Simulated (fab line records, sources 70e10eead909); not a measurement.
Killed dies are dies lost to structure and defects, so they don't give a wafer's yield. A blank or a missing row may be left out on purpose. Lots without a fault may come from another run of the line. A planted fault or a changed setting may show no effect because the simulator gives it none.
Chamber matching | flow nand_harc | NHARC_A_CONTACT_DEP_24 on pecvd-02: 3 sister chambers
The step deposits SiO2, target thk 500 nm. 3 wafers are shown with their chamber, then 9 later ones without.

WAFERS WITH THEIR CHAMBER
wafer  | chamber | throttle_valve_pct (%)
L074.4 | 0       | 15.6
L087.4 | 1       | 15.0
L087.6 | 2       | 16.5

WAFERS WITHOUT THEIR CHAMBER
wafer  | throttle_valve_pct (%)
L093.2 | 15.1
L093.4 | 16.5
L093.5 | 15.9
L097.1 | 15.0
L097.2 | 16.1
L097.5 | 16.1
L096.1 | 16.7
L096.3 | 15.9
L096.6 | 15.2

WHICH CHAMBER EACH WENT THROUGH
wafer  | from the rows above     | in truth
L093.2 | can't be placed: 1 or 0 | 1
L093.4 | 2                       | 2
L093.5 | can't be placed: 0 or 2 | 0
L097.1 | 1                       | 1
L097.2 | can't be placed: 2 or 0 | 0
L097.5 | can't be placed: 2 or 0 | 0
L096.1 | 2                       | 2
L096.3 | can't be placed: 0 or 2 | 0
L096.6 | can't be placed: 1 or 0 | 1
Placed correctly: 3 of 9. Can't be placed from these rows: 6 (the true chamber is among the candidates in 6). Placed wrongly: 0.
How it was worked out, from the rows above alone: a wafer's distance from a chamber is the root of the sum, over the readings, of the square of ((its reading less the chamber's mean) divided by the reading's scatter). The wafer belongs to the nearest chamber; if the next one is less than 2 further off, it can't be placed. A chamber's mean is the mean of its shown wafers. The scatter: with one shown wafer a chamber, the root of the mean of the squares of how far each hidden wafer lies from its nearest shown one.
